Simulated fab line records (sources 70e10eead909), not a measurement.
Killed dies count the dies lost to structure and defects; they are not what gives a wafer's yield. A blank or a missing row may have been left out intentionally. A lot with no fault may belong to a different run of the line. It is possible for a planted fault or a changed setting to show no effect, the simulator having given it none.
fab line records + flow nand-harc
record:
- lots: 6
- wafers: 18
- last-day: 32
route steps=1302 shown A_DECK1_JOINT@537 A_ONON_D2@545 END@1302
lots that met no fault: from a run of the same line without faults
start-h: hours from the record's first day to the start of the lot's first wafer shown + wait-h: hours since the lot's step before + " as in the row above + L1.1+2: one row covering several wafers at once + - either no value or no given start + * or withheld: withheld + < > ~ a bound
route shown NAME@n: NAME is a module with steps in the file, n the number in the route of the first one + usual: mean/standard deviation of fault-free wafers + same: alike in all rows + chamber/n: place in a boat + sites: readings site by site + _std_site: standard deviation of those values + _edge_site: mean of outer sites minus mean of inner sites + radius-mm: for every site, how far away it sits from the centre of the wafer + mask NAME#n: copy n + behind: the last tool/chamber to shape the wafer + hold: why the lot went on hold/how many hours it stayed there/how the hold came to an end + device: the n, p or np transistor that did not switch + end of line: the same wafers' tests at the end of the route + a step with no rows: only its recipe + killed: the dies lost at the first sort to structure and to defects; this is not the yield of the wafer + map: shows each die of a wafer: x if killed, . if not, _ if none is there
set.NAME: the run value of the setting; set.NAME@STEP: its run value at that earlier step + model.NAME: the simulator's own value behind a step, which no gauge read
lots at selected steps of the route; one table per step, one row per wafer
services: from which hour (start-h, from the record's first day; less than 0 if before it) a tool's chamber was out of use, for how many hours, and why
== steps ==
step: NHARC_A_DECK1_JOINT_ANNEAL_28
recipe:
- temp-c: 500
- time-s: 1800
- idle-temp-c: 400
- ramp-up-c-per-min: 10
- densification-p-h2o-torr: 640
step: NHARC_A_DECK1_JOINT_ANNEAL_29
recipe:
- temp-c: 750
- time-s: 1800
- idle-temp-c: 500
- ramp-up-c-per-min: 10
- ramp-down-c-per-min: 3
step: NHARC_A_DECK1_JOINT_CMP_02
recipe:
- material: SiOx
usual:
- motor-current-A: 12.0/1.1
| lot.wafer | tool   | chamber | start-h | wait-h | motor-current-A |
|-----------|--------|---------|---------|--------|-----------------|
| L198.3    | cmp-03 | 0       | 319.33  | 0.4    | 13.2            |
| L198.1    | "      | 2       | "       | "      | 11.2            |
| L198.6    | "      | 0       | "       | "      | 13.0            |
| L201.2    | cmp-03 | 2       | 357.86  | 0.4    | 10.9            |
| L201.3    | "      | 0       | "       | "      | 12.5            |
| L201.6    | "      | 1       | "       | "      | 11.1            |
| L211.3    | cmp-03 | 3       | 445.33  | 0.4    | 13.6            |
| L211.5    | "      | 2       | "       | "      | 11.5            |
| L211.6    | "      | 3       | "       | "      | 13.3            |
| L210.4    | cmp-03 | 2       | 447.91  | 0.4    | 11.1            |
| L210.2    | "      | 3       | "       | "      | 13.2            |
| L210.6    | "      | 2       | "       | "      | 12.0            |
| L212.2    | cmp-03 | 0       | 452.80  | 0.4    | 12.2            |
| L212.4    | "      | 2       | "       | "      | 12.1            |
| L212.6    | "      | 1       | "       | "      | 10.9            |
| L213.3    | cmp-03 | 1       | 482.64  | 0.4    | 10.7            |
| L213.2    | "      | 3       | "       | "      | 13.3            |
| L213.6    | "      | 2       | "       | "      | 11.3            |
step: NHARC_A_DECK1_JOINT_SRD_15
step: NHARC_A_DECK1_JOINT_DEP_16
recipe:
- target-thk-a: 450
- temp-c: 400
- pressure-torr: 6.5
- rf-w: 900
- teos-flow-sccm: 161.4
- flow-sccm: 2650
- target-thk-nm: 45
- gas: O2
- material: SiO2
usual:
- heater-power-w: 517/97
- throttle-valve-pct: 15.9/0.58
| lot.wafer | tool     | chamber | start-h | wait-h | heater-power-w | throttle-valve-pct |
|-----------|----------|---------|---------|--------|----------------|--------------------|
| L198.1    | pecvd-02 | 1       | 319.78  | 0.1    | 460            | 14.8               |
| L198.3    | "        | 0       | "       | "      | 591            | 16.1               |
| L198.6    | "        | 1       | "       | "      | 466            | 14.6               |
| L201.3    | pecvd-01 | 1       | 358.22  | 0.1    | 567            | 15.8               |
| L201.2    | "        | 0       | "       | "      | 617            | 15.6               |
| L201.6    | "        | 2       | "       | "      | 585            | 15.9               |
| L211.3    | pecvd-04 | 0       | 445.73  | 0.1    | 457            | 15.7               |
| L211.5    | "        | 2       | "       | "      | 343            | 16.2               |
| L211.6    | "        | 1       | "       | "      | 590            | 17.0               |
| L210.2    | pecvd-04 | 2       | 448.27  | 0.1    | 293            | 16.2               |
| L210.6    | "        | 2       | "       | "      | 283            | 15.9               |
| L210.4    | "        | 0       | "       | "      | 577            | 15.7               |
| L212.2    | pecvd-02 | 1       | 453.49  | 0.4    | 417            | 14.9               |
| L212.4    | "        | 1       | "       | "      | 406            | 15.1               |
| L212.6    | "        | 2       | "       | "      | 475            | 15.4               |
| L213.3    | pecvd-02 | 2       | 483.03  | 0.1    | 538            | 15.6               |
| L213.2    | "        | 1       | "       | "      | 411            | 15.4               |
| L213.6    | "        | 0       | "       | "      | 568            | 15.8               |
step: NHARC_A_DECK1_JOINT_THK_MEAS_17
recipe:
- thk-meas-gauge: ellipsometry
usual:
- thk-nm: 45.0/1.1
| lot.wafer | tool          | chamber | start-h | wait-h | thk-nm |
|-----------|---------------|---------|---------|--------|--------|
| L198.1    | film-metro-02 | -       | 320.06  | 0.3    | 45.4   |
| L198.3    | "             | -       | "       | "      | 44.2   |
| L198.6    | "             | -       | "       | "      | 46.1   |
| L201.2    | film-metro-01 | -       | 358.50  | 0.2    | 45.1   |
| L201.3    | "             | -       | "       | "      | 43.9   |
| L201.6    | "             | -       | "       | "      | 45.7   |
| L211.3    | film-metro-01 | -       | 445.99  | 0.2    | 46.1   |
| L211.5    | "             | -       | "       | "      | 45.8   |
| L211.6    | "             | -       | "       | "      | 44.2   |
| L210.2    | film-metro-01 | -       | 448.56  | 0.3    | 44.7   |
| L210.4    | "             | -       | "       | "      | 46.5   |
| L210.6    | "             | -       | "       | "      | 45.8   |
| L212.2    | film-metro-01 | -       | 453.77  | 0.3    | 44.6   |
| L212.4    | "             | -       | "       | "      | 46.4   |
| L212.6    | "             | -       | "       | "      | 45.2   |
| L213.2    | film-metro-02 | -       | 483.31  | 0.2    | 46.9   |
| L213.3    | "             | -       | "       | "      | 45.4   |
| L213.6    | "             | -       | "       | "      | 47.8   |
step: NHARC_A_DECK1_JOINT_INSPECT_05
usual:
- raw-defect-count: 305/120
| lot.wafer | tool              | chamber | start-h | wait-h | raw-defect-count |
|-----------|-------------------|---------|---------|--------|------------------|
| L198.1    | defect-inspect-01 | -       | 320.09  | 0.0    | 170              |
| L198.3    | "                 | -       | "       | "      | 191              |
| L198.6    | "                 | -       | "       | "      | 233              |
| L201.2    | defect-inspect-01 | -       | 358.54  | 0.0    | 144              |
| L201.3    | "                 | -       | "       | "      | 295              |
| L201.6    | "                 | -       | "       | "      | 183              |
| L211.3    | defect-inspect-01 | -       | 446.02  | 0.0    | 354              |
| L211.5    | "                 | -       | "       | "      | 330              |
| L211.6    | "                 | -       | "       | "      | 171              |
| L210.2    | defect-inspect-02 | -       | 448.59  | 0.0    | 141              |
| L210.4    | "                 | -       | "       | "      | 308              |
| L210.6    | "                 | -       | "       | "      | 253              |
| L212.2    | defect-inspect-01 | -       | 453.81  | 0.0    | 227              |
| L212.4    | "                 | -       | "       | "      | 326              |
| L212.6    | "                 | -       | "       | "      | 211              |
| L213.2    | defect-inspect-02 | -       | 483.34  | 0.0    | 696              |
| L213.3    | "                 | -       | "       | "      | 550              |
| L213.6    | "                 | -       | "       | "      | 287              |
step: NHARC_A_ONON_D2_DEP_00
recipe:
- target-thk-a: 10000
- n2-flow-sccm: 2750
- n2o-flow-sccm: 2000
- nh3-flow-sccm: 500
- sih4-flow-sccm: 210
- temp-c: 400
step: NHARC_A_ONON_D2_THK_MEAS_02
recipe:
- thk-meas-gauge: ellipsometry
usual:
- thk-nm: 1001/9.4
| lot.wafer | tool          | chamber | start-h | wait-h | thk-nm |
|-----------|---------------|---------|---------|--------|--------|
| L198.1    | film-metro-02 | -       | 320.67  | -      | 1001   |
| L198.3    | "             | -       | "       | "      | 1001   |
| L198.6    | "             | -       | "       | "      | 998    |
| L201.2    | film-metro-02 | -       | 359.12  | -      | 998    |
| L201.3    | "             | -       | "       | "      | 998    |
| L201.6    | "             | -       | "       | "      | 999    |
| L211.3    | film-metro-01 | -       | 446.60  | -      | 1000   |
| L211.5    | "             | -       | "       | "      | 1000   |
| L211.6    | "             | -       | "       | "      | 1000   |
| L210.2    | film-metro-01 | -       | 449.17  | -      | 991    |
| L210.4    | "             | -       | "       | "      | 992    |
| L210.6    | "             | -       | "       | "      | 992    |
| L212.2    | film-metro-01 | -       | 454.38  | -      | 1011   |
| L212.4    | "             | -       | "       | "      | 1010   |
| L212.6    | "             | -       | "       | "      | 1013   |
| L213.2    | film-metro-02 | -       | 483.92  | -      | 1011   |
| L213.3    | "             | -       | "       | "      | 1010   |
| L213.6    | "             | -       | "       | "      | 1013   |
step: NHARC_A_ONON_D2_DEP_03
recipe:
- target-thk-a: 10000
- n2-flow-sccm: 2750
- n2o-flow-sccm: 2000
- nh3-flow-sccm: 500
- sih4-flow-sccm: 210
- temp-c: 400
step: NHARC_A_ONON_D2_THK_MEAS_05
recipe:
- thk-meas-gauge: ellipsometry
usual:
- thk-nm: 1000/8.8
| lot.wafer | tool          | chamber | start-h | wait-h | thk-nm |
|-----------|---------------|---------|---------|--------|--------|
| L198.1    | film-metro-02 | -       | 321.24  | -      | 1012   |
| L198.3    | "             | -       | "       | "      | 1014   |
| L198.6    | "             | -       | "       | "      | 1014   |
| L201.2    | film-metro-01 | -       | 359.69  | -      | 989    |
| L201.3    | "             | -       | "       | "      | 992    |
| L201.6    | "             | -       | "       | "      | 992    |
| L211.3    | film-metro-01 | -       | 447.17  | -      | 1000   |
| L211.5    | "             | -       | "       | "      | 1000   |
| L211.6    | "             | -       | "       | "      | 999    |
| L210.2    | film-metro-01 | -       | 449.73  | -      | 1006   |
| L210.4    | "             | -       | "       | "      | 1006   |
| L210.6    | "             | -       | "       | "      | 1005   |
| L212.2    | film-metro-02 | -       | 454.95  | -      | 994    |
| L212.4    | "             | -       | "       | "      | 995    |
| L212.6    | "             | -       | "       | "      | 994    |
| L213.2    | film-metro-01 | -       | 484.48  | -      | 1006   |
| L213.3    | "             | -       | "       | "      | 1005   |
| L213.6    | "             | -       | "       | "      | 1004   |
step: NHARC_A_ONON_D2_DEP_06
recipe:
- target-thk-a: 10000
- n2-flow-sccm: 2750
- n2o-flow-sccm: 2000
- nh3-flow-sccm: 500
- sih4-flow-sccm: 210
- temp-c: 400
| lot.wafer  | tool          | chamber | start-h | wait-h |
|------------|---------------|---------|---------|--------|
| L198.1+3+6 | pecvd-onon-03 | 0       | 321.29  | 0.1    |
| L201.2+3+6 | pecvd-onon-01 | 0       | 359.80  | 0.1    |
| L211.3+5+6 | pecvd-onon-04 | 0       | 447.34  | 0.2    |
| L210.2+4+6 | pecvd-onon-01 | 0       | 449.85  | 0.1    |
| L212.2+4+6 | pecvd-onon-03 | 0       | 455.07  | 0.1    |
| L213.2+3+6 | pecvd-onon-03 | 0       | 484.59  | 0.1    |
step: NHARC_A_ONON_D2_THK_MEAS_08
recipe:
- thk-meas-gauge: ellipsometry
usual:
- thk-nm: 997/11
| lot.wafer | tool          | chamber | start-h | wait-h | thk-nm |
|-----------|---------------|---------|---------|--------|--------|
| L198.1    | film-metro-02 | -       | 321.81  | -      | 998    |
| L198.3    | "             | -       | "       | "      | 996    |
| L198.6    | "             | -       | "       | "      | 999    |
| L201.2    | film-metro-01 | -       | 360.26  | -      | 992    |
| L201.3    | "             | -       | "       | "      | 992    |
| L201.6    | "             | -       | "       | "      | 992    |
| L211.3    | film-metro-01 | -       | 447.73  | -      | 1007   |
| L211.5    | "             | -       | "       | "      | 1006   |
| L211.6    | "             | -       | "       | "      | 1006   |
| L210.2    | film-metro-02 | -       | 450.30  | -      | 1003   |
| L210.4    | "             | -       | "       | "      | 1002   |
| L210.6    | "             | -       | "       | "      | 1003   |
| L212.2    | film-metro-01 | -       | 455.52  | -      | 565    |
| L212.4    | "             | -       | "       | "      | 569    |
| L212.6    | "             | -       | "       | "      | 563    |
| L213.2    | film-metro-01 | -       | 485.04  | -      | 576    |
| L213.3    | "             | -       | "       | "      | 576    |
| L213.6    | "             | -       | "       | "      | 577    |
step: NHARC_A_ONON_D2_DEP_09
recipe:
- target-thk-a: 10000
- n2-flow-sccm: 2750
- n2o-flow-sccm: 2000
- nh3-flow-sccm: 500
- sih4-flow-sccm: 210
- temp-c: 400
step: NHARC_END_SORT_01
recipe:
- temp-c: 25
usual:
- killed-at-array: 59/21
- killed-at-other: 1.0/1.1
- killed-at-periphery: 4.0/2.6
- killed-dies: 64/21
- killed-open: 3.2/1.7
- killed-short: 2.5/1.5
same:
- gross-dies: 677
| lot.wafer | tool      | chamber | start-h | wait-h | killed-at-array | killed-at-other | killed-at-periphery | killed-dies | killed-open | killed-short |
|-----------|-----------|---------|---------|--------|-----------------|-----------------|---------------------|-------------|-------------|--------------|
| L212.2    | prober-02 | 0       | 765.77  | 2.8    | 673             | 2               | 2                   | 677         | 2           | 0            |
| L212.4    | prober-02 | 0       | 767.36  | 3.4    | 676             | 0               | 1                   | 677         | 2           | 2            |
| L212.6    | prober-02 | 0       | 768.95  | 4.0    | 677             | 0               | 0                   | 677         | 0           | 2            |
| L213.2    | prober-02 | 0       | 774.98  | 2.8    | 671             | 4               | 2                   | 677         | 1           | 0            |
| L213.3    | prober-02 | 0       | 775.78  | 3.1    | 673             | 2               | 2                   | 677         | 2           | 0            |
| L213.6    | prober-02 | 0       | 778.19  | 4.0    | 671             | 1               | 5                   | 677         | 1           | 6            |
killed by level:class
L212.2 A_ONON_D2:area-dep=613 A_CHANNEL_HOLE_D2:chamber-film-flake=25 A_CHANNEL_HOLE_D1:chamber-film-flake=12 A_SLIT:chamber-film-flake=10 A_CONTACT:chamber-film-flake=8 A_CHANNEL_FILL_D1:chamber-film-flake=2 A_STAIRCASE:chamber-film-flake=2 THIN_TSV:chamber-film-flake=2
L212.4 A_ONON_D2:area-dep=613 A_CHANNEL_HOLE_D2:chamber-film-flake=19 A_CHANNEL_HOLE_D1:chamber-film-flake=14 A_CONTACT:chamber-film-flake=12 A_SLIT:chamber-film-flake=7 A_STAIRCASE:chamber-film-flake=4 A_CHANNEL_FILL_D1:chamber-film-flake=2 A_SOURCE_PLATE:geometric-particle:open=1
L212.6 A_ONON_D2:area-dep=622 A_CHANNEL_HOLE_D2:chamber-film-flake=19 A_CHANNEL_HOLE_D1:chamber-film-flake=11 A_SLIT:chamber-film-flake=9 A_CONTACT:chamber-film-flake=7 A_STAIRCASE:chamber-film-flake=4 A_ONON_D2:geometric-particle:short=1 A_WL_FILL:geometric-particle:short=1
L213.2 A_ONON_D2:area-dep=627 A_SLIT:chamber-film-flake=32 A_STAIRCASE:chamber-film-flake=4 THIN_TSV:chamber-film-flake=4 A_CONTACT:chamber-film-flake=3 P_M0:chamber-film-flake=2 A_CHANNEL_FILL_D1:chamber-film-flake=1 A_CONTACT:geometric-particle:open=1
L213.3 A_ONON_D2:area-dep=625 A_SLIT:chamber-film-flake=36 A_CONTACT:chamber-film-flake=5 A_CHANNEL_HOLE_D2:chamber-film-flake=2 A_STAIRCASE:chamber-film-flake=2 THIN_TSV:chamber-film-flake=2 A_SOURCE_PLATE:geometric-particle:open=1 A_ONON_D1:geometric-particle:open=1
L213.6 A_ONON_D2:area-dep=621 A_SLIT:chamber-film-flake=33 A_CHANNEL_HOLE_D1:chamber-film-flake=3 A_CONTACT:chamber-film-flake=3 A_WL_FILL:geometric-particle:short=2 P_GATE:chamber-film-flake=2 P_M0:chamber-film-flake=2 A_CHANNEL_FILL_D1:chamber-film-flake=2
map L212.2 (x killed, . not)
____________x____________
_________xxxxxxx_________
_______xxxxxxxxxxx_______
______xxxxxxxxxxxxx______
_____xxxxxxxxxxxxxxx_____
____xxxxxxxxxxxxxxxxx____
____xxxxxxxxxxxxxxxxx____
___xxxxxxxxxxxxxxxxxxx___
___xxxxxxxxxxxxxxxxxxx___
__xxxxxxxxxxxxxxxxxxxxx__
__xxxxxxxxxxxxxxxxxxxxx__
_xxxxxxxxxxxxxxxxxxxxxxx_
_xxxxxxxxxxxxxxxxxxxxxxx_
_xxxxxxxxxxxxxxxxxxxxxxx_
_xxxxxxxxxxxxxxxxxxxxxxx_
_xxxxxxxxxxxxxxxxxxxxxxx_
xxxxxxxxxxxxxxxxxxxxxxxxx
xxxxxxxxxxxxxxxxxxxxxxxxx
xxxxxxxxxxxxxxxxxxxxxxxxx
xxxxxxxxxxxxxxxxxxxxxxxxx
xxxxxxxxxxxxxxxxxxxxxxxxx
_xxxxxxxxxxxxxxxxxxxxxxx_
_xxxxxxxxxxxxxxxxxxxxxxx_
_xxxxxxxxxxxxxxxxxxxxxxx_
_xxxxxxxxxxxxxxxxxxxxxxx_
_xxxxxxxxxxxxxxxxxxxxxxx_
__xxxxxxxxxxxxxxxxxxxxx__
__xxxxxxxxxxxxxxxxxxxxx__
___xxxxxxxxxxxxxxxxxxx___
___xxxxxxxxxxxxxxxxxxx___
____xxxxxxxxxxxxxxxxx____
____xxxxxxxxxxxxxxxxx____
_____xxxxxxxxxxxxxxx_____
______xxxxxxxxxxxxx______
_______xxxxxxxxxxx_______
_________xxxxxxx_________
____________x____________
map L213.2 (x killed, . not)
____________x____________
_________xxxxxxx_________
_______xxxxxxxxxxx_______
______xxxxxxxxxxxxx______
_____xxxxxxxxxxxxxxx_____
____xxxxxxxxxxxxxxxxx____
____xxxxxxxxxxxxxxxxx____
___xxxxxxxxxxxxxxxxxxx___
___xxxxxxxxxxxxxxxxxxx___
__xxxxxxxxxxxxxxxxxxxxx__
__xxxxxxxxxxxxxxxxxxxxx__
_xxxxxxxxxxxxxxxxxxxxxxx_
_xxxxxxxxxxxxxxxxxxxxxxx_
_xxxxxxxxxxxxxxxxxxxxxxx_
_xxxxxxxxxxxxxxxxxxxxxxx_
_xxxxxxxxxxxxxxxxxxxxxxx_
xxxxxxxxxxxxxxxxxxxxxxxxx
xxxxxxxxxxxxxxxxxxxxxxxxx
xxxxxxxxxxxxxxxxxxxxxxxxx
xxxxxxxxxxxxxxxxxxxxxxxxx
xxxxxxxxxxxxxxxxxxxxxxxxx
_xxxxxxxxxxxxxxxxxxxxxxx_
_xxxxxxxxxxxxxxxxxxxxxxx_
_xxxxxxxxxxxxxxxxxxxxxxx_
_xxxxxxxxxxxxxxxxxxxxxxx_
_xxxxxxxxxxxxxxxxxxxxxxx_
__xxxxxxxxxxxxxxxxxxxxx__
__xxxxxxxxxxxxxxxxxxxxx__
___xxxxxxxxxxxxxxxxxxx___
___xxxxxxxxxxxxxxxxxxx___
____xxxxxxxxxxxxxxxxx____
____xxxxxxxxxxxxxxxxx____
_____xxxxxxxxxxxxxxx_____
______xxxxxxxxxxxxx______
_______xxxxxxxxxxx_______
_________xxxxxxx_________
____________x____________
== services ==
| tool          | chamber | start-h | hours | kind                           |
|---------------|---------|---------|-------|--------------------------------|
| pecvd-onon-04 | -       | 311.05  | 13.0  | pm                             |
| pecvd-01      | -       | 311.20  | 13.0  | pm                             |
| pecvd-02      | 2       | 330.18  | 6.8   | repair                         |
| pecvd-01      | 2       | 334.70  | 9.5   | repair                         |
| cmp-03        | -       | 343.98  | 0.5   | repair                         |
| cmp-03        | -       | 360.22  | 4.0   | pm                             |
| cmp-03        | -       | 364.22  | -     | consumable-replace:conditioner |
| cmp-03        | -       | 364.22  | -     | consumable-replace:pad         |
| pecvd-02      | -       | 368.87  | 0.7   | repair                         |
| cmp-03        | -       | 407.42  | 1.7   | repair                         |
| pecvd-02      | -       | 408.00  | 13.0  | pm                             |
| pecvd-02      | 0       | 408.00  | 13.0  | vent-cycle                     |
| pecvd-02      | 1       | 408.00  | 13.0  | vent-cycle                     |
| pecvd-02      | 2       | 408.00  | 13.0  | vent-cycle                     |
| pecvd-onon-03 | -       | 408.04  | 13.0  | pm                             |
| pecvd-02      | 0       | 421.00  | -     | clean                          |
| pecvd-02      | 1       | 421.00  | -     | clean                          |
| pecvd-onon-03 | -       | 441.47  | 8.5   | repair                         |
| pecvd-04      | -       | 446.41  | 1.7   | repair                         |
| pecvd-04      | -       | 450.00  | 13.0  | pm                             |
| pecvd-onon-01 | -       | 450.14  | 13.0  | pm                             |
| cmp-03        | -       | 458.32  | 4.0   | pm                             |
| cmp-03        | -       | 462.32  | -     | consumable-replace:conditioner |
| cmp-03        | -       | 462.32  | -     | consumable-replace:pad         |
== key ==
first-sign:
- step: NHARC_A_ONON_D2_THK_MEAS_08
- reading: thk-nm
- direction: down
- sigmas: 37
- usual: 997
- struck: 571
effect:
- step: NHARC_END_SORT_01
- reading: killed-at-array
- direction: up
- sigmas: 29
- usual: 59
- struck: 674
more-kills-born-at:
- NHARC_A_ONON_D2_DEP_06@pecvd-onon-03: 3721
met-at NHARC_A_ONON_D2_DEP_06
struck-wafers L212.2,L212.4,L212.6,L213.2,L213.3,L213.6
later-rows-left-out L212.2,L212.4,L212.6,L213.2,L213.3,L213.6
tester-left-out L212,L213
onset-between 321.29 455.07
also-fits time
fault:
- kind: process-parameter-drift
- tool: pecvd-onon-03
- chamber: 0
- onset-h: 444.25
- steps: NHARC_A_ONON_D2_DEP_06
- channel: target-thk-a
- offset: *
- shape: step
- end-h: 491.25
- acts-in: *
- stated: *
tester-left-out: of these lots the tester's yield and bins aren't shown, on N5 and GAA mostly nor the transistor test; their killed dies are dies lost to structure and defects alone, not to doping, threshold or leakage, so they don't give the yield
later-rows-left-out: the simulator's readings of these wafers behind a module that went badly wrong aren't trusted and aren't shown, but for the sort
